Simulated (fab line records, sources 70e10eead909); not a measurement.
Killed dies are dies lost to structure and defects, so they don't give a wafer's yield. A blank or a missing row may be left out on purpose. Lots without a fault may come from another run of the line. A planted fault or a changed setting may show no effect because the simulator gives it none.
Which tool did it? | flow nand_harc | 12 lots, 36 wafers sampled, at 5 steps of a route of 1302

WHAT THE GAUGES READ, wafer by wafer
NHARC_P_BONDPAD_THK_MEAS_33: measures by ellipsometry. Usual: thk_nm 199.9 nm, standard deviation 1.3.
lot  | measured     | on            | thk_nm (nm)       | flag
L198 | day 7 03:49  | film_metro-01 | 202.1 197.1 199.1 |
L201 | day 7 15:30  | film_metro-02 | 202.9 199.7 200.7 |
L202 | day 8 04:48  | film_metro-02 | 201.0 198.0 198.9 |
L203 | day 8 23:20  | film_metro-02 | 199.9 199.1 198.6 |
L206 | day 9 18:17  | film_metro-01 | 199.4 199.8 200.3 |
L207 | day 10 06:29 | film_metro-02 | 199.6 202.0 201.5 |
L209 | day 11 05:53 | film_metro-02 | 201.2 203.5 200.8 |
L211 | day 12 13:14 | film_metro-01 | 199.0 199.2 200.7 |
L212 | day 12 14:03 | film_metro-01 | 201.0 200.2 200.5 |
L217 | day 14 11:11 | film_metro-02 | 198.9 198.3 198.9 |
L220 | day 15 10:42 | film_metro-02 | 201.7 198.7 200.4 |
L221 | day 16 02:18 | film_metro-01 | 202.1 201.7 201.0 |

NHARC_P_BONDPAD_INSPECT_23. Usual: raw_defect_count 315, standard deviation 93.
lot  | measured     | on                | raw_defect_count | flag
L198 | day 7 07:01  | defect_inspect-01 | 526 345 259      |
L201 | day 7 18:50  | defect_inspect-02 | 397 251 399      |
L202 | day 8 08:00  | defect_inspect-02 | 346 291 425      |
L203 | day 9 02:40  | defect_inspect-01 | 388 459 262      |
L206 | day 9 21:45  | defect_inspect-02 | 371 223 325      |
L207 | day 10 09:56 | defect_inspect-02 | 377 409 342      |
L209 | day 11 09:20 | defect_inspect-02 | 307 370 216      |
L211 | day 12 16:31 | defect_inspect-01 | 295 265 303      |
L212 | day 12 17:28 | defect_inspect-01 | 264 167 241      |
L217 | day 14 14:32 | defect_inspect-01 | 188 405 137      |
L220 | day 15 14:29 | defect_inspect-01 | 303 300 279      |
L221 | day 16 05:40 | defect_inspect-01 | 224 255 253      |

NHARC_END_SORT_01. Usual: defect_limited_yield 91 %, standard deviation 3.1; killed_at_array 56, standard deviation 21; killed_at_other 1.2, standard deviation 1.6; killed_at_periphery 3.7, standard deviation 2.5; killed_dies 61, standard deviation 21; killed_open 3.1, standard deviation 1.8; killed_short 2.8, standard deviation 1.7.
lot  | measured     | on        | defect_limited_yield (%) | killed_at_array | killed_at_other | killed_at_periphery | killed_dies | killed_open | killed_short | flag
L217 | day 31 18:45 | prober-02 | 92 92 92                 | 53 51 50        | 0 1 0           | 0 4 3               | 53 56 53    | 0 4 4       | 1 6 4        |

WHICH TOOL RAN EACH LOT (tool, then ch and the chambers of the sampled wafers, then the start)
lot  | NHARC_P_M2_ETCH_15                            | NHARC_P_BONDPAD_ETCH_24
L198 | rie_diel-08 ch 0,1,2, day 7 03:49 or earlier  | rie_diel-10 ch 1,2,3, day 7 05:00
L201 | rie_diel-11 ch 0,2,3, day 7 15:30 or earlier  | rie_diel-09 ch 0,2,3, day 7 16:49
L202 | rie_diel-04 ch 0,2, day 8 04:48 or earlier    | rie_diel-10 ch 2,3, day 8 06:00
L203 | rie_diel-11 ch 0,2,3, day 8 23:20 or earlier  | rie_diel-09 ch 0,1,2, day 9 00:40
L206 | rie_diel-11 ch 0,2,3, day 9 18:17 or earlier  | rie_diel-10 ch 0,1,2, day 9 19:40
L207 | rie_diel-11 ch 1,2,3, day 10 06:29 or earlier | rie_diel-09 ch 1,2,3, day 10 07:50
L209 | rie_diel-11 ch 0,2,3, day 11 05:53 or earlier | rie_diel-09 ch 1,2,3, day 11 07:15
L211 | rie_diel-04 ch 0,3, day 12 13:14 or earlier   | rie_diel-06 ch 0,3, day 12 14:28
L212 | rie_diel-11 ch 0,1, day 12 14:03 or earlier   | rie_diel-09 ch 0,1, day 12 15:24
L217 | rie_diel-04 ch 0,1,3, day 14 11:11 or earlier | rie_diel-06 ch 0,1,3, day 14 12:30
L220 | rie_diel-11 ch 1,2,3, day 15 10:42 or earlier | rie_diel-06 ch 0,2,3, day 15 11:57
L221 | rie_diel-08 ch 0,2, day 16 02:18 or earlier   | rie_diel-09 ch 0,1, day 16 03:38
- NHARC_P_M2_ETCH_15: etches the open film in C4F8/Ar, target depth 182.5 nm, time 91.2 s.
- NHARC_P_BONDPAD_ETCH_24: etches the open film in CF4/N2, target depth 30 nm, time 72.99 s.

WHAT THE TOOLS THEMSELVES READ (means of the sampled wafers that have a number; where no wafer has one, the mark that the record gives instead)
NHARC_P_M2_ETCH_15. Usual: oes_product_au 0.946 a.u., standard deviation 0.025; rf_vpp_V 440.6 V, standard deviation 3; run_length_s 112.5 s, standard deviation 0.54.
lot  | tool        | oes_product_au (a.u.) | rf_vpp_V (V) | run_length_s (s) | flag
L198 | rie_diel-08 | 0.926                 | 440.7        | 112.4            |
L201 | rie_diel-11 | 0.969                 | 438.7        | 112.6            |
L202 | rie_diel-04 | 0.916                 | 440.1        | 113.0            |
L203 | rie_diel-11 | 0.933                 | 438.9        | 112.7            |
L206 | rie_diel-11 | 0.929                 | 439.1        | 112.7            |
L207 | rie_diel-11 | 0.974                 | 442.0        | 112.1            |
L209 | rie_diel-11 | 0.928                 | 439.1        | 112.8            |
L211 | rie_diel-04 | 0.921                 | 439.3        | 113.2            |
L212 | rie_diel-11 | 0.962                 | 442.6        | 112.7            |
L217 | rie_diel-04 | 0.920                 | 439.7        | 112.9            |
L220 | rie_diel-11 | 0.927                 | 440.7        | 112.3            |
L221 | rie_diel-08 | 0.922                 | 440.2        | 112.4            |

NHARC_P_BONDPAD_ETCH_24. Usual: drypump_motor_current_A 5.9 A, standard deviation 0.57; oes_product_au 1.000 a.u., standard deviation 0.0077; rf_vpp_V 314.9 V, standard deviation 2.1; run_length_s 94.4 s, standard deviation 0.39; showerhead_plenum_p_Torr 2.66 Torr, standard deviation 0.11; throttle_valve_pct 19.794 %, standard deviation 0.0093.
lot  | tool        | drypump_motor_current_A (A) | oes_product_au (a.u.) | rf_vpp_V (V) | run_length_s (s) | showerhead_plenum_p_Torr (Torr) | throttle_valve_pct (%) | flag
L198 | rie_diel-10 | 5.3                         | 0.999                 | 312.3        | 94.5             | 2.53                            | 19.787                 |
L201 | rie_diel-09 | 6.3                         | 1.002                 | 315.1        | 94.2             | 2.69                            | 19.793                 |
L202 | rie_diel-10 | 5.1                         | 0.999                 | 311.3        | 94.8             | 2.50                            | 19.806                 |
L203 | rie_diel-09 | 6.4                         | 1.004                 | 315.8        | 94.5             | 2.75                            | 19.798                 |
L206 | rie_diel-10 | 5.8                         | 1.002                 | 314.8        | 94.4             | 2.61                            | 19.798                 |
L207 | rie_diel-09 | 6.3                         | 1.002                 | 316.1        | 94.4             | 2.74                            | 19.803                 |
L209 | rie_diel-09 | 6.3                         | 1.008                 | 316.0        | 94.3             | 2.74                            | 19.804                 |
L211 | rie_diel-06 | 5.1                         | 0.999                 | 313.9        | 94.5             | 2.62                            | 19.788                 |
L212 | rie_diel-09 | 6.4                         | 0.993                 | 316.1        | 76.1             | 2.73                            | 19.786                 | OFF
L217 | rie_diel-06 | 5.6                         | 0.998                 | 315.5        | 94.2             | 2.65                            | 19.796                 |
L220 | rie_diel-06 | 5.5                         | 0.991                 | 314.6        | 94.3             | 2.66                            | 19.794                 |
L221 | rie_diel-09 | 6.4                         | 1.011                 | 315.2        | 94.1             | 2.73                            | 19.781                 |

THE ANSWER, worked out from the rows above alone
Rule: a lot is off if the mean of its wafers that have a number lies more than 3 standard deviations from the usual mean. A lot without any number at a reading at which 4 lots or more have one is off too. The other lots that the step has rows for count as sound. The gauges are gone through in route order, then the tools' own readings, and for those a lot's mean is taken as printed above. The first step at which some lot is off is used, and at that step the reading that is off furthest; a lot without a number counts as furthest.
Off: L212, at NHARC_P_BONDPAD_ETCH_24 (run_length_s).
A tool fits if, at that step or a process step before it, it ran every lot that is off, and no sound lot after the first of them. NHARC_P_M2_ETCH_15 gives no start for some lots, so the hours and the order of its lots are those of NHARC_P_BONDPAD_THK_MEAS_33. None of those tried fits.

WHAT THE SIMULATOR HAD PUT IN
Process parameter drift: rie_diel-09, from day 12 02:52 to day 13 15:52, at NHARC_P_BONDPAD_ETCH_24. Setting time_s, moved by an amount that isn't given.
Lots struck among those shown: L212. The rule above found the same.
